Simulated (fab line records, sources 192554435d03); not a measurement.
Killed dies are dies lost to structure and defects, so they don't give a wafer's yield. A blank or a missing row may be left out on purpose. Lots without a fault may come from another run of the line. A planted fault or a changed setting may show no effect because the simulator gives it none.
fab line records | flow n5_finfet
record lots=24 wafers=72 last_day=18
route steps=1938 shown BEOL_M6@1208 BEOL_M7@1265
lots that met no fault: from a run of the same line without faults
start_h: hours from the record's first day to the start of the lot's first wafer shown | wait_h: hours since the lot's step before | " the same as in the row above | L1.1+2: a row that stands for several wafers | - no value, or no start given | * or withheld: withheld | < > ~ a bound
route shown NAME@n: a module of which the file shows steps, and the number in the route of the first | usual: mean/standard deviation of fault-free wafers | same: alike in all rows | chamber/n: place in a boat | sites: the reading at each site | _std_site: their standard deviation | _edge_site: outer sites' mean less inner sites' | radius_mm: how far each site lies from the wafer's centre | mask NAME#n: copy n | behind: the tool/chamber that last shaped the wafer | hold: why the lot was held/for how many hours/how that ended | device: the transistor (n, p or np) that didn't switch | end of line: the same wafers' tests at the end of the route | a step without rows: its recipe alone | killed: dies lost to structure and defects at the first sort, not the wafer's yield | map: a wafer's dies, x killed, . not, _ none there
set.NAME: the setting as run; set.NAME@STEP: as run at that earlier step | model.NAME: the simulator's own value behind a step, which no gauge read
steps of the route over a sample of lots; a table a step, a row a wafer
services: from which hour (start_h, from the record's first day; less than 0 if before it) a tool's chamber was out of use, for how many hours, and why
## steps
# step N5_BEOL_M6_OVL_MEAS_12
# recipe points_per_wafer=44
# usual M6_OVL=0.0/0.79
# columns lot.wafer tool chamber start_h wait_h M6_OVL[nm]
L075.1 overlay-02 0 187.49 0.0 1.5
L075.3 " 0 " " 0.6
L075.6 " 0 " " 0.9
L074.4 overlay-02 0 189.07 0.0 -0.8
L074.5 " 0 " " -0.1
L074.6 " 0 " " -0.4
L076.3 overlay-01 0 189.30 0.0 -0.3
L076.4 " 0 " " 0.0
L076.6 " 0 " " 0.1
L077.1 overlay-02 0 202.27 0.0 -0.3
L077.2 " 0 " " -0.2
L077.6 " 0 " " 0.7
L078.3 overlay-02 0 206.34 0.0 -0.9
L078.4 " 0 " " 0.4
L078.5 " 0 " " -0.4
L079.1 overlay-01 0 208.32 0.0 -0.4
L079.4 " 0 " " -0.8
L079.5 " 0 " " -0.4
L080.2 overlay-01 0 213.09 0.0 0.9
L080.3 " 0 " " -0.7
L080.5 " 0 " " 0.1
L081.2 overlay-02 0 226.91 0.0 0.0
L081.3 " 0 " " 0.7
L081.6 " 0 " " -0.2
L082.1 overlay-02 0 230.88 0.0 1.0
L082.4 " 0 " " 0.4
L082.5 " 0 " " 1.0
L083.1 overlay-01 0 237.39 0.0 0.5
L083.3 " 0 " " -0.2
L083.4 " 0 " " 0.8
L084.1 overlay-01 0 246.22 0.0 1.2
L084.3 " 0 " " 1.1
L084.6 " 0 " " -0.1
L085.1 overlay-01 0 250.67 0.0 -1.5
L085.4 " 0 " " -1.4
L085.5 " 0 " " -0.7
L086.3 overlay-02 0 255.25 0.0 0.0
L086.5 " 0 " " 0.3
L086.6 " 0 " " -0.2
L088.2 overlay-01 0 261.39 0.0 -0.9
L088.3 " 0 " " -0.2
L088.4 " 0 " " -1.2
L089.2 overlay-01 0 265.05 0.0 0.9
L089.3 " 0 " " 2.1
L089.4 " 0 " " 0.9
L087.1 overlay-02 0 268.20 0.0 0.3
L087.3 " 0 " " -0.3
L087.5 " 0 " " 0.3
L090.1 overlay-01 0 269.55 0.0 -0.9
L090.3 " 0 " " 0.2
L090.4 " 0 " " -0.5
L091.3 overlay-01 0 276.60 0.0 -0.6
L091.4 " 0 " " -0.8
L091.5 " 0 " " -0.3
L093.1 overlay-01 0 310.63 0.0 -0.3
L093.4 " 0 " " -0.6
L093.5 " 0 " " 0.0
L092.4 overlay-01 0 310.80 0.0 0.6
L092.5 " 0 " " 0.7
L092.6 " 0 " " 0.8
L097.2 overlay-02 0 313.75 0.0 -0.3
L097.3 " 0 " " 0.6
L097.5 " 0 " " -1.3
L094.1 overlay-02 0 314.45 0.0 -1.3
L094.2 " 0 " " 0.0
L094.4 " 0 " " -1.6
L095.2 overlay-02 0 319.12 0.0 1.4
L095.3 " 0 " " 0.4
L095.6 " 0 " " 1.0
L096.3 overlay-01 0 335.61 0.0 -0.5
L096.4 " 0 " " 1.5
L096.5 " 0 " " 0.8
# step N5_BEOL_M6_STRIP_80
# recipe chemistry=N2/H2 time_s=10 power_w=450 temp_c=40 pressure_mtorr=20 rf_frequency_hz=6e+07 bias_power_w=7 n2_flow_sccm=200 h2_flow_sccm=200
# usual drypump_motor_current_A=5.7/0.43 oes_product_au=0.79/0.089 rf_vpp_V=59.4/0.85 showerhead_plenum_p_Torr=2.60/0.055 throttle_valve_pct=23.60/0.24
# columns lot.wafer tool chamber start_h wait_h drypump_motor_current_A oes_product_au rf_hours_counter_h rf_vpp_V showerhead_plenum_p_Torr throttle_valve_pct
L075.1 rie_diel-05 3 - - 5.7 0.67 243 58.1 2.51 24.37
L075.3 " 2 " " 6.0 0.68 246 58.2 2.61 23.89
L075.6 " 1 " " 5.1 0.75 - 59.8 2.52 23.33
L074.4 rie_diel-05 2 - - 5.9 0.69 246 60.5 2.61 23.88
L074.5 " 1 " " 5.1 0.75 - 60.6 2.52 23.33
L074.6 " 0 " " 6.5 0.72 - 60.4 2.62 23.51
L076.3 rie_diel-05 0 - - 6.4 0.71 205 58.4 2.62 23.53
L076.4 " 3 " " 5.7 0.66 244 57.2 2.51 24.38
L076.6 " 2 " " 6.0 0.68 - 58.5 2.61 23.87
L077.1 rie_diel-03 1 - - 5.3 0.85 47 59.8 2.57 23.46
L077.2 " 2 " " 5.3 0.67 233 59.5 2.63 23.65
L077.6 " 1 " " 5.4 0.86 - 59.8 2.57 23.44
L078.3 rie_diel-03 3 - - 5.3 0.69 208 58.8 2.63 23.89
L078.4 " 2 " " 5.3 0.68 234 59.1 2.63 23.66
L078.5 " 0 " " 5.9 0.88 - 61.2 2.69 23.46
L079.1 rie_diel-03 0 - - 5.9 0.87 42 58.9 2.69 23.46
L079.4 " 3 " " 5.3 0.70 209 59.4 2.63 23.88
L079.5 " 1 " " 5.3 0.85 - 59.3 2.57 23.44
L080.2 rie_diel-03 2 - - 5.3 0.67 236 59.4 2.62 23.66
L080.3 " 1 " " 5.3 0.86 51 59.3 2.57 23.47
L080.5 " 0 " " 5.8 0.89 - 58.9 2.69 23.46
L081.2 rie_diel-05 2 - - 5.9 0.93 7 60.3 2.60 23.61
L081.3 " 0 " " 6.4 0.70 221 59.7 2.61 23.54
L081.6 " 2 " " 5.9 0.93 - 58.6 2.60 23.59
L082.1 rie_diel-01 3 - - 6.3 0.70 230 58.8 2.60 23.32
L082.4 " 0 " " 6.3 0.73 205 60.5 2.61 23.50
L082.5 " 0 " " 6.4 0.72 - 60.2 2.61 23.53
L083.1 rie_diel-01 2 - - 5.2 0.91 23 59.1 2.58 23.60
L083.3 " 0 " " 6.3 0.72 207 58.8 2.61 23.53
L083.4 " 1 " " 5.7 0.75 - 59.0 2.68 23.79
L084.1 rie_diel-05 1 - - 5.1 0.74 164 59.3 2.51 23.36
L084.3 " 0 " " 6.4 0.70 226 58.7 2.61 23.54
L084.6 " 3 " " 5.7 0.96 - 59.7 2.51 24.04
L085.1 rie_diel-03 2 - - 5.3 0.66 249 58.2 2.62 23.68
L085.4 " 3 " " 5.3 0.68 223 59.3 2.63 23.92
L085.5 " 3 " " 5.3 0.68 - 61.5 2.63 23.92
L086.3 rie_diel-03 3 - - 5.3 0.69 225 59.7 2.63 23.91
L086.5 " 3 " " 5.3 0.68 - 61.1 2.62 23.92
L086.6 " 0 " " 5.8 0.86 - 59.4 2.69 23.49
L088.2 rie_diel-03 3 - - 5.3 0.67 229 59.2 2.62 23.93
L088.3 " 1 " " 5.4 0.82 70 57.8 2.56 23.49
L088.4 " 1 " " 5.3 0.82 - 58.7 2.56 23.47
L089.2 rie_diel-05 1 - - 5.1 0.73 172 59.7 2.51 23.38
L089.3 " 2 " " 5.9 0.89 21 60.7 2.60 23.60
L089.4 " 0 " " 6.4 0.69 233 58.8 2.60 23.56
L087.1 rie_diel-01 1 - - 5.7 0.74 150 59.3 2.67 23.81
L087.3 " 0 " " 6.3 0.71 225 59.0 2.60 23.55
L087.5 " 2 " " 5.2 0.89 - 59.8 2.57 23.59
L090.1 rie_diel-03 0 - - 5.8 0.86 66 60.9 2.68 23.50
L090.3 " 3 " " 5.2 0.68 233 58.1 2.62 23.93
L090.4 " 0 " " 5.9 0.85 - 59.7 2.68 23.50
L091.3 rie_diel-05 3 - - 5.7 0.92 18 59.9 2.50 24.04
L091.4 " 0 " " 6.4 0.69 239 59.8 2.60 23.55
L091.5 " 1 " " 5.1 0.73 - 59.8 2.51 23.40
L093.1 rie_diel-01 3 - - 6.3 0.71 235 58.7 2.59 23.32
L093.4 " 2 " " 5.2 0.87 48 58.5 2.57 23.63
L093.5 " 1 " " 5.7 0.73 - 59.7 2.66 23.81
L092.4 rie_diel-03 0 - - 5.9 0.83 83 59.6 2.67 23.52
L092.5 " 0 " " 5.9 0.83 - 59.5 2.67 23.52
L092.6 " 1 " " 5.4 0.80 - 61.1 2.55 23.50
L097.2 rie_diel-01 1 - - 5.7 0.73 168 59.5 2.66 23.83
L097.3 " 2 " " 5.2 0.86 49 59.9 2.57 23.62
L097.5 " 1 " " 5.7 0.73 - 59.0 2.66 23.83
L094.1 rie_diel-03 2 - - 5.3 0.92 17 60.2 2.61 23.21
L094.2 " 0 " " 5.9 0.82 85 59.0 2.67 23.51
L094.4 " 2 " " 5.3 0.91 - 59.0 2.61 23.22
L095.2 rie_diel-05 1 - - 5.1 0.71 193 60.4 2.50 23.39
L095.3 " 3 " " 5.7 0.89 36 59.4 2.49 24.04
L095.6 " 2 " " 5.9 0.85 - 60.0 2.59 23.64
L096.3 rie_diel-03 0 - - 5.8 0.81 95 58.1 2.67 23.54
L096.4 " 0 " " 5.8 0.82 - 59.1 2.67 23.54
L096.5 " 1 " " 5.3 0.80 - 59.0 2.55 23.53
# step N5_BEOL_M6_SPUTTER_48
# recipe material=Cu target_thk_a=100 temp_c=-20 bias_v=60 power_w=26000 chamber_pressure_pa=0.13 time_s=1.667
# usual throttle_valve_pct=30.1/1.1
# columns lot.wafer tool chamber start_h wait_h throttle_valve_pct
L075.1 pvd_sputter-01 - 191.72 1.4 28.8
L075.3 " - " " 28.8
L075.6 " - " " 29.2
L074.4 pvd_sputter-03 - 193.05 0.1 31.5
L074.5 " - " " 31.6
L074.6 " - " " 28.7
L076.3 pvd_sputter-03 - 195.05 1.5 32.0
L076.4 " - " " 29.0
L076.6 " - " " 29.3
L077.1 pvd_sputter-01 - 205.32 0.1 29.5
L077.2 " - " " 31.0
L077.6 " - " " 29.0
L078.3 pvd_sputter-02 - 209.44 0.1 29.4
L078.4 " - " " 31.1
L078.5 " - " " 30.8
L079.1 pvd_sputter-01 - 212.53 0.1 28.9
L079.4 " - " " 31.0
L079.5 " - " " 29.6
L080.2 pvd_sputter-03 - 216.22 0.1 29.1
L080.3 " - " " 29.1
L080.5 " - " " 31.5
L081.2 pvd_sputter-03 - 234.37 0.1 28.8
L081.3 " - " " 29.1
L081.6 " - " " 31.5
L082.1 pvd_sputter-01 - 234.72 0.1 28.8
L082.4 " - " " 29.4
L082.5 " - " " 28.7
L083.1 pvd_sputter-01 - 240.30 0.1 30.9
L083.3 " - " " 28.8
L083.4 " - " " 29.0
L084.1 pvd_sputter-01 - 250.00 0.1 29.1
L084.3 " - " " 29.5
L084.6 " - " " 29.0
L085.1 pvd_sputter-01 - 253.55 0.1 29.2
L085.4 " - " " 28.8
L085.5 " - " " 31.1
L086.3 pvd_sputter-01 - 258.54 0.1 31.3
L086.5 " - " " 31.1
L086.6 " - " " 28.7
L088.2 pvd_sputter-03 - 266.17 0.2 31.6
L088.3 " - " " 31.6
L088.4 " - " " 29.3
L089.2 pvd_sputter-03 - 268.63 0.2 31.6
L089.3 " - " " 31.5
L089.4 " - " " 28.8
L087.1 pvd_sputter-03 - 275.73 1.5 31.4
L087.3 " - " " 31.4
L087.5 " - " " 29.0
L090.1 pvd_sputter-01 - 276.02 0.1 29.4
L090.3 " - " " 28.9
L090.4 " - " " 31.3
L091.3 pvd_sputter-01 - 280.51 0.1 29.3
L091.4 " - " " 28.9
L091.5 " - " " 29.6
L093.1 pvd_sputter-02 - 314.59 0.5 31.1
L093.4 " - " " 30.9
L093.5 " - " " 30.9
L092.4 pvd_sputter-02 - 315.53 0.1 30.6
L092.5 " - " " 31.3
L092.6 " - " " 30.7
L097.2 pvd_sputter-03 - 318.53 0.2 31.5
L097.3 " - " " 29.2
L097.5 " - " " 31.3
L094.1 pvd_sputter-03 - 319.43 0.1 31.7
L094.2 " - " " 29.1
L094.4 " - " " 31.3
L095.2 pvd_sputter-02 - 323.97 0.1 31.1
L095.3 " - " " 31.1
L095.6 " - " " 30.6
L096.3 pvd_sputter-02 - 341.71 0.1 31.5
L096.4 " - " " 31.0
L096.5 " - " " 31.4
# step N5_BEOL_M7_THK_MEAS_01
# recipe reads=SiCOH_lowk_of_BEOL_M7_ILD_DEP_00
# usual M7_ILD_THK=156.0/2.1
# columns lot.wafer tool chamber start_h wait_h M7_ILD_THK[nm]
L075.1 film_metro-02 - 193.43 0.4 153.1
L075.3 " - " " 155.4
L075.6 " - " " 156.5
L074.4 film_metro-02 - 194.92 0.2 155.3
L074.5 " - " " 157.7
L074.6 " - " " 155.2
L076.3 film_metro-01 - 196.63 0.3 155.3
L076.4 " - " " 156.1
L076.6 " - " " 158.2
L077.1 film_metro-01 - 206.90 0.4 154.5
L077.2 " - " " 153.8
L077.6 " - " " 156.4
L078.3 film_metro-02 - 212.01 0.3 156.7
L078.4 " - " " 157.0
L078.5 " - " " 161.1
L079.1 film_metro-01 - 214.10 0.4 152.6
L079.4 " - " " 157.1
L079.5 " - " " 158.1
L080.2 film_metro-01 - 218.00 0.4 156.7
L080.3 " - " " 153.6
L080.5 " - " " 161.6
L081.2 film_metro-02 - 236.50 0.7 152.9
L081.3 " - " " 153.8
L081.6 " - " " 158.5
L082.1 film_metro-01 - 236.53 0.4 156.8
L082.4 " - " " 154.7
L082.5 " - " " 159.1
L083.1 film_metro-01 - 241.87 0.4 155.0
L083.3 " - " " 156.7
L083.4 " - " " 156.2
L084.1 film_metro-01 - 251.57 0.4 156.6
L084.3 " - " " 156.4
L084.6 " - " " 158.4
L085.1 film_metro-01 - 255.14 0.4 156.8
L085.4 " - " " 158.6
L085.5 " - " " 160.9
L086.3 film_metro-02 - 260.12 0.3 154.2
L086.5 " - " " 156.8
L086.6 " - " " 158.1
L088.2 film_metro-01 - 267.74 0.4 152.9
L088.3 " - " " 156.0
L088.4 " - " " 157.2
L089.2 film_metro-02 - 270.72 0.7 154.9
L089.3 " - " " 156.2
L089.4 " - " " 156.6
L090.1 film_metro-02 - 278.30 0.4 155.7
L090.3 " - " " 155.6
L090.4 " - " " 158.8
L087.1 film_metro-02 - 278.51 0.8 155.3
L087.3 " - " " 157.8
L087.5 " - " " 158.5
L091.3 film_metro-02 - 282.12 0.3 153.3
L091.4 " - " " 159.0
L091.5 " - " " 155.6
L093.1 film_metro-02 - 316.19 0.4 155.0
L093.4 " - " " 156.1
L093.5 " - " " 157.1
L092.4 film_metro-02 - 317.24 0.2 157.3
L092.5 " - " " 157.9
L092.6 " - " " 160.8
L097.2 film_metro-02 - 320.10 0.4 151.8
L097.3 " - " " 152.3
L097.5 " - " " 154.4
L094.1 film_metro-02 - 321.37 0.4 151.1
L094.2 " - " " 153.7
L094.4 " - " " 156.5
L095.2 film_metro-02 - 326.45 0.4 153.8
L095.3 " - " " 155.2
L095.6 " - " " 156.4
L096.3 film_metro-02 - 343.47 0.3 152.0
L096.4 " - " " 154.0
L096.5 " - " " 158.9
# step N5_BEOL_M7_OVL_MEAS_12
# recipe points_per_wafer=44
# usual M7_OVL=0.1/0.73
# columns lot.wafer tool chamber start_h wait_h M7_OVL[nm]
L075.1 overlay-02 0 195.76 0.0 -0.1
L075.3 " 0 " " -0.9
L075.6 " 0 " " -0.6
L074.4 overlay-01 0 196.52 0.0 0.2
L074.5 " 0 " " 0.4
L074.6 " 0 " " -0.2
L076.3 overlay-01 0 198.73 0.0 0.1
L076.4 " 0 " " -0.9
L076.6 " 0 " " -0.5
L077.1 overlay-02 0 208.70 0.0 -0.8
L077.2 " 0 " " 0.2
L077.6 " 0 " " 0.7
L078.3 overlay-01 0 212.83 0.0 0.3
L078.4 " 0 " " 1.7
L078.5 " 0 " " 1.9
L079.1 overlay-02 0 215.98 0.0 0.9
L079.4 " 0 " " 1.6
L079.5 " 0 " " 1.2
L080.2 overlay-02 0 218.85 0.0 -0.6
L080.3 " 0 " " -1.0
L080.5 " 0 " " 0.3
L081.2 overlay-01 0 237.65 0.0 1.0
L081.3 " 0 " " 0.6
L081.6 " 0 " " 0.4
L082.1 overlay-02 0 237.82 0.0 -1.1
L082.4 " 0 " " -2.1
L082.5 " 0 " " -0.6
L083.1 overlay-02 0 243.08 0.0 0.6
L083.3 " 0 " " 0.6
L083.4 " 0 " " -0.1
L084.1 overlay-01 0 253.14 0.0 -0.3
L084.3 " 0 " " 0.5
L084.6 " 0 " " 1.4
L085.1 overlay-02 0 256.11 0.0 -0.4
L085.4 " 0 " " -0.3
L085.5 " 0 " " -1.1
L086.3 overlay-01 0 261.49 0.0 -0.4
L086.5 " 0 " " 1.1
L086.6 " 0 " " -0.3
L088.2 overlay-02 0 268.61 0.0 -1.4
L088.3 " 0 " " 0.2
L088.4 " 0 " " -0.9
L089.2 overlay-02 0 273.26 0.0 0.7
L089.3 " 0 " " 1.3
L089.4 " 0 " " 0.8
L090.1 overlay-01 0 280.02 0.0 -0.2
L090.3 " 0 " " 0.1
L090.4 " 0 " " 0.3
L087.1 overlay-01 0 280.19 0.0 -0.4
L087.3 " 0 " " 0.3
L087.5 " 0 " " 0.0
L091.3 overlay-01 0 282.77 0.0 0.2
L091.4 " 0 " " -0.4
L091.5 " 0 " " -0.1
L093.1 overlay-02 0 318.73 0.0 0.2
L093.4 " 0 " " 0.1
L093.5 " 0 " " -0.3
L092.4 overlay-01 0 319.09 0.0 -0.4
L092.5 " 0 " " -0.4
L092.6 " 0 " " 0.6
L097.2 overlay-01 0 322.88 0.0 0.4
L097.3 " 0 " " -0.3
L097.5 " 0 " " 0.9
L094.1 overlay-02 0 323.48 0.0 -0.5
L094.2 " 0 " " 0.1
L094.4 " 0 " " -0.6
L095.2 overlay-02 0 327.17 0.0 -0.8
L095.3 " 0 " " -0.6
L095.6 " 0 " " 0.9
L096.3 overlay-02 0 345.78 0.0 -0.2
L096.4 " 0 " " -0.4
L096.5 " 0 " " 1.3
# step N5_BEOL_M7_INSPECT_13
# recipe mode=adi inspect_instrument=brightfield
# usual raw_defect_count=408/87
# columns lot.wafer tool chamber start_h wait_h raw_defect_count
L075.1 defect_inspect-01 - 195.78 0.0 558
L075.3 " - " " 569
L075.6 " - " " 669
L074.4 defect_inspect-02 - 196.54 0.0 401
L074.5 " - " " 343
L074.6 " - " " 434
L076.3 defect_inspect-02 - 198.76 0.0 465
L076.4 " - " " 514
L076.6 " - " " 429
L077.1 defect_inspect-01 - 208.73 0.0 340
L077.2 " - " " 261
L077.6 " - " " 290
L078.3 defect_inspect-01 - 212.86 0.0 376
L078.4 " - " " 509
L078.5 " - " " 428
L079.1 defect_inspect-01 - 216.00 0.0 472
L079.4 " - " " 505
L079.5 " - " " 580
L080.2 defect_inspect-01 - 218.88 0.0 344
L080.3 " - " " 461
L080.5 " - " " 350
L081.2 defect_inspect-01 - 237.68 0.0 403
L081.3 " - " " 443
L081.6 " - " " 349
L082.1 defect_inspect-01 - 237.84 0.0 389
L082.4 " - " " 345
L082.5 " - " " 425
L083.1 defect_inspect-02 - 243.11 0.0 432
L083.3 " - " " 331
L083.4 " - " " 432
L084.1 defect_inspect-02 - 253.17 0.0 452
L084.3 " - " " 560
L084.6 " - " " 411
L085.1 defect_inspect-02 - 256.13 0.0 305
L085.4 " - " " 234
L085.5 " - " " 345
L086.3 defect_inspect-01 - 261.51 0.0 329
L086.5 " - " " 558
L086.6 " - " " 294
L088.2 defect_inspect-02 - 268.64 0.0 324
L088.3 " - " " 586
L088.4 " - " " 341
L089.2 defect_inspect-02 - 273.28 0.0 351
L089.3 " - " " 402
L089.4 " - " " 370
L090.1 defect_inspect-02 - 280.05 0.0 468
L090.3 " - " " 418
L090.4 " - " " 564
L087.1 defect_inspect-01 - 280.21 0.0 364
L087.3 " - " " 369
L087.5 " - " " 406
L091.3 defect_inspect-02 - 282.80 0.0 307
L091.4 " - " " 392
L091.5 " - " " 279
L093.1 defect_inspect-01 - 318.76 0.0 393
L093.4 " - " " 434
L093.5 " - " " 469
L092.4 defect_inspect-01 - 319.12 0.0 372
L092.5 " - " " 371
L092.6 " - " " 381
L097.2 defect_inspect-01 - 322.90 0.0 528
L097.3 " - " " 434
L097.5 " - " " 525
L094.1 defect_inspect-01 - 323.51 0.0 347
L094.2 " - " " 359
L094.4 " - " " 395
L095.2 defect_inspect-02 - 327.20 0.0 411
L095.3 " - " " 361
L095.6 " - " " 422
L096.3 defect_inspect-01 - 345.80 0.0 411
L096.4 " - " " 406
L096.5 " - " " 415
## services
# columns tool chamber start_h hours kind
pvd_sputter-03 - 172.58 5.0 repair
rie_diel-01 1 182.08 1.6 repair
rie_diel-05 2 202.05 - clean
rie_diel-05 2 202.05 - consumable_replace:focus_ring
rie_diel-05 2 202.05 14.4 scheduled_down
rie_diel-05 2 202.05 14.4 vent_cycle
rie_diel-05 3 216.48 - clean
rie_diel-05 3 216.48 - consumable_replace:focus_ring
rie_diel-05 3 216.48 20.3 scheduled_down
rie_diel-05 - 228.13 0.4 repair
rie_diel-01 3 235.05 61.9 repair
rie_diel-03 2 254.30 - clean
rie_diel-03 2 254.30 - consumable_replace:focus_ring
rie_diel-05 2 271.67 4.7 repair
rie_diel-01 0 275.58 5.2 repair
rie_diel-05 1 291.08 6.5 repair
rie_diel-03 1 302.27 7.5 repair
rie_diel-03 3 315.27 - clean
rie_diel-03 3 315.27 - consumable_replace:focus_ring
rie_diel-03 3 315.27 38.3 scheduled_down
rie_diel-03 3 315.27 38.3 vent_cycle
rie_diel-01 0 317.42 11.6 repair
rie_diel-01 3 320.48 100.8 repair
rie_diel-03 2 326.80 3.5 repair
## key
fault none
